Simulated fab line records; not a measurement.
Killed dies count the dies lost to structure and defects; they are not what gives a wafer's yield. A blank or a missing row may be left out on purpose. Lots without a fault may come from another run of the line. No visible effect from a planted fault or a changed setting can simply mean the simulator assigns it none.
A lot that was struck, set against a sound lot | flow nand-harc | 14 steps out of a route of 1159
Sound: the wafers L186.2, L186.3, L186.4. Wafers L191.2, L191.4, L191.5 were the ones struck. The cause is given at the end.
Each step with rows lists, per side, the tool, then ch with its chambers, then its first start. Under that, the readings that differ: sound wafers | struck wafers | difference of the means | sigmas: that difference in standard deviations of wafers without a fault.
alike: readings whose means differ by less than 2 such deviations, and words and numbers that are the same on both sides. not compared: withheld readings, readings that some wafer has no value for, bounds like >300 that may hide the same value, and numbers for which the record gives no deviation and whose values overlap.
A row with sigmas, a row that says differs or no value, or rows on one side alone: a step with any of these is where the two part. When numbers do not overlap yet have no deviation, they are printed without sigmas and do not part them. Lack of a reading on every wafer of one side parts them only where that side has two or more wafers.

first, 1 step without rows for these wafers: NHARC_A_CONTACT_STRIP_27 (strips in post etch residue remover, time 600 s).
NHARC_A_CONTACT_ALD_18: deposits TiN, target thk 3 nm, pulse time 1 s, ald cycles 150.
  sound on ald-metal-04 ch 0,1,2, day 17 10:21; struck on ald-metal-02 ch 0,2, day 19 04:56
  alike: heater-power-w, precursor-pulse-height-rel
NHARC_A_CONTACT_CVD_19: deposits W, target thk 300 nm, time 802 s.
  sound on cvd-w-02 ch 0,1; struck on cvd-w-02 ch 1
  alike: heater-power-w, mfc-ar-sccm, throttle-valve-pct
NHARC_A_CONTACT_CMP_20: polishes, t overpolish 30 s, target thk 300 nm.
  sound on cmp-04 ch 1,2,3, day 17 11:27; struck on cmp-02 ch 0,1,2, day 19 06:03
  alike: motor-current-A, overpolish-run-s, time-to-endpoint-s
after that, 1 step had no rows for these wafers: NHARC_A_CONTACT_SRD_22.
NHARC_A_CONTACT_INSPECT_23:
  sound on defect-inspect-02 at day 17 11:51; struck on defect-inspect-02 at day 19 06:28
  alike: raw-defect-count
then, 5 steps without rows for these wafers: NHARC_A_BLC_DEHYDRATE_00 (time 120 s); NHARC_A_BLC_HMDS_01 (time 30 s); NHARC_A_BLC_COAT_02 (time 75 s); NHARC_A_BLC_COAT_03 (time 65 s); NHARC_A_BLC_COAT_04 (resist thk 90 nm).
NHARC_A_BLC_SOFTBAKE_05: time 55 s.
  sound on litho-track-04 ch 0, day 17 11:00; struck on litho-track-06 ch 0, day 19 06:00
  reading                  | sound                | struck               | difference | sigmas
  heater-power-total-W (W) | 188.45 188.63 188.52 | 207.90 207.93 208.34 | +19.52     | +99 or more
  alike: chill-plate-temp-C
then, 2 steps without rows for these wafers: NHARC_A_BLC_EBR_06; NHARC_END_SORT_01.

WHERE THEY PART
Only at NHARC_A_BLC_SOFTBAKE_05, within this record.

WHY: what had been put in by the simulator
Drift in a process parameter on litho-track-06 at NHARC_A_BLC_SOFTBAKE_05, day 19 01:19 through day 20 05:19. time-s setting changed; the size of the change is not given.
